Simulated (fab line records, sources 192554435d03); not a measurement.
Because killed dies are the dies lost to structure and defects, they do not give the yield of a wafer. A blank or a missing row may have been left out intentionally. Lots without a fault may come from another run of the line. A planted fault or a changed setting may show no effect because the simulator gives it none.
Matching of chambers | flow n5-finfet | 4 sister chambers for N5_BEOL_M13_ETCH_67 on rie-diel-06
The step etches SiARC in CF4, target depth 143 nm, time 238.3 s. 20 wafers are shown with their chamber, then 10 later ones without.

== EACH WAFER AND ITS CHAMBER ==
wafer  | chamber | showerhead-plenum-p-Torr (Torr) | throttle-valve-pct (%) | drypump-motor-current-A (A)
L074.2 | 2       | 2.09                            | 15.10                  | 5.0
L074.3 | 3       | 2.23                            | 15.61                  | 5.7
L074.6 | 2       | 2.09                            | 15.11                  | 5.0
L078.2 | 1       | 2.11                            | 15.75                  | 5.1
L078.3 | 0       | 2.04                            | 15.84                  | 6.2
L078.6 | 0       | 2.04                            | 15.84                  | 6.2
L079.1 | 3       | 2.23                            | 15.61                  | 5.7
L079.2 | 2       | 2.08                            | 15.12                  | 5.0
L079.5 | 3       | 2.23                            | 15.60                  | 5.8
L082.1 | 0       | 2.04                            | 15.88                  | 6.2
L082.2 | 1       | 2.11                            | 15.76                  | 5.0
L082.4 | 2       | 2.08                            | 15.14                  | 4.9
L085.3 | 2       | 2.08                            | 15.15                  | 5.0
L085.5 | 1       | 2.11                            | 15.77                  | 5.0
L085.6 | 2       | 2.08                            | 15.14                  | 5.0
L083.1 | 0       | 2.04                            | 15.86                  | 6.2
L083.3 | 1       | 2.11                            | 15.76                  | 5.1
L083.5 | 3       | 2.23                            | 15.61                  | 5.7
L084.3 | 3       | 2.23                            | 15.61                  | 5.7
L084.4 | 0       | 2.04                            | 15.87                  | 6.2

SIGNATURES (means of the wafers above)
reading                  | chamber 0 | chamber 1 | chamber 2 | chamber 3 | scatter within a chamber
showerhead-plenum-p-Torr | 2.0400    | 2.1100    | 2.0833    | 2.2300    | 0.00289
throttle-valve-pct       | 15.8580   | 15.7600   | 15.1267   | 15.6080   | 0.0148
drypump-motor-current-A  | 6.200     | 5.050     | 4.983     | 5.720     | 0.0406
Rule: for each reading, subtract the chamber's mean from the wafer's reading, divide by that reading's scatter and square the result; add these up over the readings and take the root, which gives the wafer's distance from the chamber. If the next closest chamber is less than 2 further off than the closest, the wafer can't be placed; otherwise it belongs to the closest. How the scatter is found: for the shown wafers, subtract from each reading the mean of its chamber, square and add these, divide the total by (wafers less chambers), then take the root.

== WAFERS WITH NO CHAMBER GIVEN ==
wafer  | showerhead-plenum-p-Torr (Torr) | throttle-valve-pct (%) | drypump-motor-current-A (A)
L084.6 | 2.11                            | 15.76                  | 5.0
L088.1 | 2.04                            | 15.88                  | 6.2
L088.3 | 2.22                            | 15.67                  | 5.7
L088.4 | 2.04                            | 15.88                  | 6.2
L097.1 | 2.10                            | 15.31                  | 5.0
L097.3 | 2.22                            | 15.68                  | 5.7
L097.6 | 2.10                            | 15.30                  | 5.0
L096.1 | 2.21                            | 15.66                  | 5.7
L096.4 | 2.10                            | 15.30                  | 5.0
L096.5 | 2.03                            | 15.92                  | 6.2

== WHICH CHAMBER EACH WENT THROUGH ==
wafer  | from the rows above | in truth
L084.6 | 1                   | 1
L088.1 | 0                   | 0
L088.3 | 3                   | 3
L088.4 | 0                   | 0
L097.1 | 2                   | 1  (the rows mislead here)
L097.3 | 3                   | 3
L097.6 | 2                   | 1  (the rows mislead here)
L096.1 | 3                   | 3
L096.4 | 2                   | 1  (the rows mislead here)
L096.5 | 0                   | 0
Placed correctly: 7 of 10. Can't be placed from these rows: 0. Wrongly placed: 3.
